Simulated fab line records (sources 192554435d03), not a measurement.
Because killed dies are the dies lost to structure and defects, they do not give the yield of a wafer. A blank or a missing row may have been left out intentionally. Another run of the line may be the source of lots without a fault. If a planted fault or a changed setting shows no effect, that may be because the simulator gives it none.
Split-lot trial || flow n5Finfet || 21 wafers read across 7 lots, on a route 1938 steps long

THE SPLIT
At N5_BEOL_M4_COAT_68 (time 60 s, resist thk 12 nm), the setting spinRpm was moved away from the recipe's 1500 rpm on 8 of the 21 wafers read, by -10.6% to +4.5%. For the rest of the wafers, this setting stayed at what the recipe calls for.

FROM THE SPLIT TO THE READING: what the file shows between them, 4 steps
- N5_BEOL_M4_COAT_76: time 60 s, resist thk 5 nm
- N5_BEOL_M4_COAT_22: resist thk 30 nm
- N5_BEOL_M4_DESCUM_33: chemistry O2, time 7 s
- N5_BEOL_M4_ETCH_77: etches underlayer in N2/H2, target depth 6.5 nm, time 5.2 s

THE READING
CAR-EUV_of_BEOL_M4_COAT_22.thkNm (the simulator's own value, which no gauge read), in nm, at N5_BEOL_M4_ETCH_69 (etches SiARC in CF4, target depth 15.6 nm, time 26 s). There is no usual value for it anywhere in the file. Average 11.1 nm, standard deviation 0.17 nm, over the 13 wafers here run with the recipe.

{"wafer": "L074.3", "tool, chamber at the split": "lithoTrack-01, 0", "spinRpm as run, rpm": 1553, "against the recipe": "+3.5%", "CAR-EUV_of_BEOL_M4_COAT_22.thkNm, nm": 11.2, "against lot-mates on the recipe": "+0.0"}
{"wafer": "L074.4", "tool, chamber at the split": "lithoTrack-01, 0", "spinRpm as run, rpm": 1500, "against the recipe": "recipe", "CAR-EUV_of_BEOL_M4_COAT_22.thkNm, nm": 11.2, "against lot-mates on the recipe": "-"}
{"wafer": "L074.6", "tool, chamber at the split": "lithoTrack-01, 0", "spinRpm as run, rpm": 1500, "against the recipe": "recipe", "CAR-EUV_of_BEOL_M4_COAT_22.thkNm, nm": 11.2, "against lot-mates on the recipe": "-"}
{"wafer": "L077.1", "tool, chamber at the split": "lithoTrack-02, 0", "spinRpm as run, rpm": 1341, "against the recipe": "-10.6%", "CAR-EUV_of_BEOL_M4_COAT_22.thkNm, nm": 10.4, "against lot-mates on the recipe": -0.4}
{"wafer": "L077.5", "tool, chamber at the split": "lithoTrack-02, 0", "spinRpm as run, rpm": 1341, "against the recipe": "-10.6%", "CAR-EUV_of_BEOL_M4_COAT_22.thkNm, nm": 10.4, "against lot-mates on the recipe": -0.4}
{"wafer": "L077.2", "tool, chamber at the split": "lithoTrack-02, 0", "spinRpm as run, rpm": 1500, "against the recipe": "recipe", "CAR-EUV_of_BEOL_M4_COAT_22.thkNm, nm": 10.8, "against lot-mates on the recipe": "-"}
{"wafer": "L078.3", "tool, chamber at the split": "lithoTrack-05, 0", "spinRpm as run, rpm": 1567, "against the recipe": "+4.5%", "CAR-EUV_of_BEOL_M4_COAT_22.thkNm, nm": 11.4, "against lot-mates on the recipe": "+0.4"}
{"wafer": "L078.5", "tool, chamber at the split": "lithoTrack-05, 0", "spinRpm as run, rpm": 1567, "against the recipe": "+4.5%", "CAR-EUV_of_BEOL_M4_COAT_22.thkNm, nm": 11.4, "against lot-mates on the recipe": "+0.4"}
{"wafer": "L078.6", "tool, chamber at the split": "lithoTrack-05, 0", "spinRpm as run, rpm": 1500, "against the recipe": "recipe", "CAR-EUV_of_BEOL_M4_COAT_22.thkNm, nm": 11, "against lot-mates on the recipe": "-"}
{"wafer": "L081.1", "tool, chamber at the split": "lithoTrack-01, 0", "spinRpm as run, rpm": 1500, "against the recipe": "recipe", "CAR-EUV_of_BEOL_M4_COAT_22.thkNm, nm": 11, "against lot-mates on the recipe": "-"}
{"wafer": "L081.2", "tool, chamber at the split": "lithoTrack-01, 0", "spinRpm as run, rpm": 1500, "against the recipe": "recipe", "CAR-EUV_of_BEOL_M4_COAT_22.thkNm, nm": 11, "against lot-mates on the recipe": "-"}
{"wafer": "L081.4", "tool, chamber at the split": "lithoTrack-01, 0", "spinRpm as run, rpm": 1500, "against the recipe": "recipe", "CAR-EUV_of_BEOL_M4_COAT_22.thkNm, nm": 11.2, "against lot-mates on the recipe": "-"}
{"wafer": "L082.4", "tool, chamber at the split": "lithoTrack-02, 0", "spinRpm as run, rpm": 1500, "against the recipe": "recipe", "CAR-EUV_of_BEOL_M4_COAT_22.thkNm, nm": 11.4, "against lot-mates on the recipe": "-"}
{"wafer": "L082.5", "tool, chamber at the split": "lithoTrack-02, 0", "spinRpm as run, rpm": 1500, "against the recipe": "recipe", "CAR-EUV_of_BEOL_M4_COAT_22.thkNm, nm": 11.2, "against lot-mates on the recipe": "-"}
{"wafer": "L082.6", "tool, chamber at the split": "lithoTrack-02, 0", "spinRpm as run, rpm": 1500, "against the recipe": "recipe", "CAR-EUV_of_BEOL_M4_COAT_22.thkNm, nm": 11.4, "against lot-mates on the recipe": "-"}
{"wafer": "L084.2", "tool, chamber at the split": "lithoTrack-05, 0", "spinRpm as run, rpm": 1500, "against the recipe": "recipe", "CAR-EUV_of_BEOL_M4_COAT_22.thkNm, nm": 11, "against lot-mates on the recipe": "-"}
{"wafer": "L084.5", "tool, chamber at the split": "lithoTrack-05, 0", "spinRpm as run, rpm": 1404, "against the recipe": "-6.4%", "CAR-EUV_of_BEOL_M4_COAT_22.thkNm, nm": 10.6, "against lot-mates on the recipe": -0.4}
{"wafer": "L084.6", "tool, chamber at the split": "lithoTrack-05, 0", "spinRpm as run, rpm": 1500, "against the recipe": "recipe", "CAR-EUV_of_BEOL_M4_COAT_22.thkNm, nm": 11, "against lot-mates on the recipe": "-"}
{"wafer": "L095.1", "tool, chamber at the split": "lithoTrack-05, 0", "spinRpm as run, rpm": 1500, "against the recipe": "recipe", "CAR-EUV_of_BEOL_M4_COAT_22.thkNm, nm": 11.2, "against lot-mates on the recipe": "-"}
{"wafer": "L095.2", "tool, chamber at the split": "lithoTrack-05, 0", "spinRpm as run, rpm": 1418, "against the recipe": "-5.5%", "CAR-EUV_of_BEOL_M4_COAT_22.thkNm, nm": 11, "against lot-mates on the recipe": -0.2}
{"wafer": "L095.3", "tool, chamber at the split": "lithoTrack-05, 0", "spinRpm as run, rpm": 1418, "against the recipe": "-5.5%", "CAR-EUV_of_BEOL_M4_COAT_22.thkNm, nm": 11, "against lot-mates on the recipe": -0.2}

FIT RESULTS
A straight line over all 21 wafers: CAR-EUV_of_BEOL_M4_COAT_22.thkNm changes by +0.0602 nm for each +1% of spinRpm; r = +0.85; the points scatter about the line by 0.16 nm.
The same after taking each lot's own level away (the mean of its wafers on the recipe; 21 wafers): +0.0458 nm for each +1%; r = +0.90; scatter 0.097 nm.
The reading moves by 0.48 nm for the largest change in spinRpm, on that fit.
The lots' own levels span 10.80 to 11.33 nm, that is 3.2 times the standard deviation above.
So the lot-to-lot level changes the slope: the two fits differ.
Check: with one of the wafers moved furthest among these (-10.6%) left out of the fit, the line predicts -0.495 nm for it against its lot-mates. It came out at -0.4 nm against them.

ADDITIONAL SPLITS CARRIED BY THESE WAFERS
Note: prior to the reading, these wafers also went through further splits. Each is held against what the fit with the lots' levels taken away leaves over:
{"other split on the same wafers": "N5_BEOL_M3_TRENCH_ETCH_37 timeS", "wafers away from the commonest value": 8, "r with CAR-EUV_of_BEOL_M4_COAT_22.thkNm (lot level and that fit taken away)": "+0.17"}
{"other split on the same wafers": "N5_BEOL_M4_COAT_67 spinRpm", "wafers away from the commonest value": 10, "r with CAR-EUV_of_BEOL_M4_COAT_22.thkNm (lot level and that fit taken away)": -0.34}

THE WHOLE CHAIN: every reading that the file lists as answering this split, in the file's order
{"step": "N5_BEOL_M4_COAT_68", "what it does": "time 60 s, resist thk 12 nm", "reading": "SiARC_of_BEOL_M4_COAT_68.thkNm (the simulator's own value, which no gauge read)", "change (the file's fit)": "-0.0688 nm for each +1% of the setting", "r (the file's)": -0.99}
{"step": "N5_BEOL_M4_ETCH_69", "what it does": "etches SiARC in CF4, target depth 15.6 nm, time 26 s", "reading": "etch.depthNm (the simulator's own value, which no gauge read)", "change (the file's fit)": "-0.0619 nm for each +1% of the setting", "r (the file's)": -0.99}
{"step": "N5_BEOL_M4_ETCH_69", "what it does": "etches SiARC in CF4, target depth 15.6 nm, time 26 s", "reading": "CAR-EUV_of_BEOL_M4_COAT_22.thkNm (the simulator's own value, which no gauge read)", "change (the file's fit)": "+0.0449 nm for each +1% of the setting", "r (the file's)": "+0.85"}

FILE'S OWN FIT
CAR-EUV_of_BEOL_M4_COAT_22.thkNm changes by +0.0449 nm for each +1% of spinRpm, r = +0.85.
